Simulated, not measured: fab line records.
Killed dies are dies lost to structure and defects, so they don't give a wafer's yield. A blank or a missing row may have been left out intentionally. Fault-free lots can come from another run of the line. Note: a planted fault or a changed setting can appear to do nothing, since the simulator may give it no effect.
Matching of chambers	flow nand harc	NHARC_A_CONTACT_DESCUM_47 on rie diel-04: 4 sister chambers
The step chemistry O2, time 3 s. 14 wafers are shown with their chamber, then 7 later ones without.

EACH WAFER AND ITS CHAMBER
wafer	chamber	showerhead plenum p Torr (Torr)	drypump motor current A (A)	throttle valve pct (%)
L077.1	1	1.96	5.7	11.317
L077.2	2	1.94	6.0	11.315
L077.5	0	1.97	5.6	11.306
L078.1	3	1.86	5.0	11.319
L078.3	1	1.96	5.7	11.308
L078.5	0	1.97	5.6	11.312
L081.1	1	1.95	5.7	11.301
L081.4	2	1.94	5.9	11.307
L081.6	3	1.86	5.0	11.321
L083.3	0	1.97	5.6	11.310
L083.4	1	1.95	5.7	11.301
L083.6	3	1.86	4.9	11.315
L086.1	0	1.96	5.6	11.306
L086.3	3	1.86	5.0	11.323

SIGNATURES (averages over the wafers above)
reading	chamber 0	chamber 1	chamber 2	chamber 3	scatter within a chamber
showerhead plenum p Torr	1.9675	1.9550	1.9400	1.8600	0.00418
drypump motor current A	5.600	5.700	5.950	4.975	0.0354
throttle valve pct	11.30850	11.30675	11.31100	11.31950	0.00516
Rule: a wafer lies at a distance from a chamber equal to the root of the sum of squares, over the readings, of (its reading less the chamber's mean, divided by the reading's scatter). The wafer belongs to the nearest chamber; if the next one is less than 2 further off, it can't be placed. The scatter: take each reading less its chamber's mean, square it, sum over the shown wafers, divide by the number of wafers less the number of chambers, and take the root.

WAFERS WITH NO CHAMBER GIVEN
wafer	showerhead plenum p Torr (Torr)	drypump motor current A (A)	throttle valve pct (%)
L086.5	1.86	5.0	11.303
L090.1	1.93	6.0	11.315
L090.3	1.94	5.8	11.322
L090.6	1.85	5.0	11.326
L095.1	1.85	5.0	11.303
L095.2	1.94	5.7	11.314
L095.3	1.95	5.6	11.309

WHICH CHAMBER EACH ONE RAN IN
wafer	from the rows above	in truth
L086.5	3	3
L090.1	2	2
L090.3	can't be placed: 2 or 1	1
L090.6	3	3
L095.1	3	3
L095.2	1	1
L095.3	can't be placed: 1 or 0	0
5 of 7 placed correctly. Can't be placed from these rows: 2 (the true chamber is among the candidates in 2). Placed wrongly: 0.
